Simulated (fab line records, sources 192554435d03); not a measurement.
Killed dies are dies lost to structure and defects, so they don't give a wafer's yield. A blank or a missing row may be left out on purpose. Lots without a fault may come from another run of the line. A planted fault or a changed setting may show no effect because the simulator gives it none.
A struck lot beside a sound one | flow n5_finfet | 14 steps out of a route of 1938
Sound: wafers L362.2, L362.3, L362.6. Struck: wafers L373.3, L373.4. The cause comes at the end.
At each step with rows: each side's tool, then ch and its chambers, then its first start. Under that, the readings that differ: sound wafers | struck wafers | difference of the means | sigmas: that difference in standard deviations of wafers without a fault.
alike: readings whose means differ by less than 2 such deviations, and words and numbers that are the same on both sides. not compared: withheld readings, readings that some wafer has no value for, bounds like >300 that may hide the same value, and numbers for which the record gives no deviation and whose values overlap.
The two part at a step that has a row with sigmas, a row that says differs or no value, or rows on one side only. Numbers that don't overlap but have no deviation are shown without sigmas and don't part them. A reading that every wafer of one side lacks parts them only if that side has two wafers or more.

first, 2 steps without rows for these wafers: N5_BEOL_M15_PRECLEAN_39 (cleans in residue remover, time 60 s); N5_BEOL_M15_SRD_40 (time 30 s, dry time 30 s).
N5_BEOL_M15_DEGAS_41: time 60 s.
  sound on pvd_sputter-01, day 11 19:49; struck on pvd_sputter-03, day 15 02:16
  alike: heater_power_w
N5_BEOL_M15_PRE_CLEAN_42: time 30 s.
  sound on pvd_sputter-01, day 11 19:52; struck on pvd_sputter-03, day 15 02:18
  alike: heater_power_w
then, 1 step without rows for these wafers: N5_BEOL_M15_SPUTTER_43 (material TaN, target thk 15 nm, time 24.19 s).
N5_BEOL_M15_SPUTTER_44: material Ta, target thk 15 nm, time 24.19 s.
  sound on pvd_sputter-01, day 11 19:59; struck on pvd_sputter-03, day 15 02:25
  alike: bias_v, throttle_valve_pct
N5_BEOL_M15_SPUTTER_45: material Cu, target thk 100 nm, time 16.67 s.
  sound on pvd_sputter-01, day 11 20:04; struck on pvd_sputter-03, day 15 03:04
  alike: bias_v, chuck_gas_flow_sccm, throttle_valve_pct
then, 1 step without rows for these wafers: N5_BEOL_M15_ECD_47 (material Cu, target thk 1860 nm).
N5_BEOL_M15_ANNEAL_48: time 90 s.
  sound on rtp_anneal-02 ch 0, day 11 20:47; struck on rtp_anneal-02 ch 0, day 15 03:35
  alike: wafer_temp_C_max
then, 1 step without rows for these wafers: N5_BEOL_M15_CMP_49 (polishes, stops on SiO2, t overpolish 4.9 s, target thk 850 nm).
N5_BEOL_M15_THK_MEAS_50: measures by xrf.
  sound on film_metro-02, day 11 21:19; struck on film_metro-02, day 15 04:07
  alike: M15_THK
then, 1 step without rows for these wafers: N5_BEOL_M15_PRE_CLEAN_52 (time 15 s).
N5_BEOL_M15_DEP_53: deposits SiCN from 3MS/NH3, target thk 50 nm, time 17.8 s.
  sound on pecvd-03 ch 0,1,2, day 11 21:23; struck on pecvd-02 ch 0,2, day 15 04:10
  reading                                   | sound          | struck    | difference | sigmas
  model.SiCN_of_BEOL_M15_DEP_53.thk_nm (nm) | 49.8 50.8 51.4 | 46.6 48.4 | -3.2       |
  alike: showerhead_plenum_p_Torr, throttle_valve_pct
N5_BEOL_M15_RS_MEAS_54: measures by four-point-probe.
  sound on film_metro-02, day 11 21:27; struck on film_metro-01, day 15 04:14
  alike: M15_RS

WHERE THEY PART
Nowhere in this record.

WHY: what the simulator had put in
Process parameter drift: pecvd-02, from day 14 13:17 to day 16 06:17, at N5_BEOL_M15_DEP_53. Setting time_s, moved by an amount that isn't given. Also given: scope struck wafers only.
